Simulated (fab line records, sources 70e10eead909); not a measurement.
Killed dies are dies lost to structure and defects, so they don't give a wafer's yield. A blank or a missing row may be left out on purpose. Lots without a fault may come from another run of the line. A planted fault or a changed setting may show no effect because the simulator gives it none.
Chamber matching | flow nand_harc | NHARC_P_BONDPAD_CMP_32 on cmp-03: 4 sister chambers
The step polishes SiCN, target thk 200 nm. 18 wafers are shown with their chamber, then 9 later ones without.

WAFERS WITH THEIR CHAMBER
wafer  | chamber | motor_current_A (A)
L077.1 | 3       | 12.4
L077.2 | 1       | 12.7
L077.3 | 2       | 14.5
L077.4 | 0       | 9.9
L077.5 | 1       | 12.8
L077.6 | 2       | 14.7
L076.2 | 1       | 13.3
L076.3 | 2       | 14.5
L076.5 | 3       | 12.1
L081.2 | 3       | 12.6
L081.4 | 1       | 13.0
L081.6 | 0       | 9.4
L082.1 | 0       | 9.4
L082.4 | 1       | 12.7
L082.6 | 3       | 12.4
L087.1 | 0       | 9.6
L087.2 | 2       | 14.1
L087.3 | 1       | 12.4

SIGNATURES (means of the wafers above)
reading         | chamber 0 | chamber 1 | chamber 2 | chamber 3 | scatter within a chamber
motor_current_A | 9.575     | 12.817    | 14.450    | 12.375    | 0.261
Rule: a wafer's distance from a chamber is the root of the sum, over the readings, of the square of ((its reading less the chamber's mean) divided by the reading's scatter). The wafer belongs to the nearest chamber; if the next one is less than 2 further off, it can't be placed. The scatter: the root of (the sum of the squares of (reading less its chamber's mean) over the shown wafers, divided by (wafers less chambers)).

WAFERS WITHOUT THEIR CHAMBER
wafer  | motor_current_A (A)
L091.1 | 13.7
L091.2 | 12.2
L091.5 | 13.3
L092.1 | 12.8
L092.3 | 9.8
L092.4 | 12.8
L094.3 | 13.2
L094.4 | 14.7
L094.5 | 13.4

WHICH CHAMBER EACH WENT THROUGH
wafer  | from the rows above          | in truth
L091.1 | can't be placed: 2 or 1      | 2
L091.2 | can't be placed: 3 or 1      | 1
L091.5 | can't be placed: 1 or 3      | 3
L092.1 | can't be placed: 1 or 3      | 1
L092.3 | 0                            | 0
L092.4 | can't be placed: 1 or 3      | 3
L094.3 | can't be placed: 1 or 3      | 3
L094.4 | 2                            | 2
L094.5 | can't be placed: 1 or 3 or 2 | 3
Placed correctly: 2 of 9. Can't be placed from these rows: 7 (the true chamber is among the candidates in 7). Placed wrongly: 0.
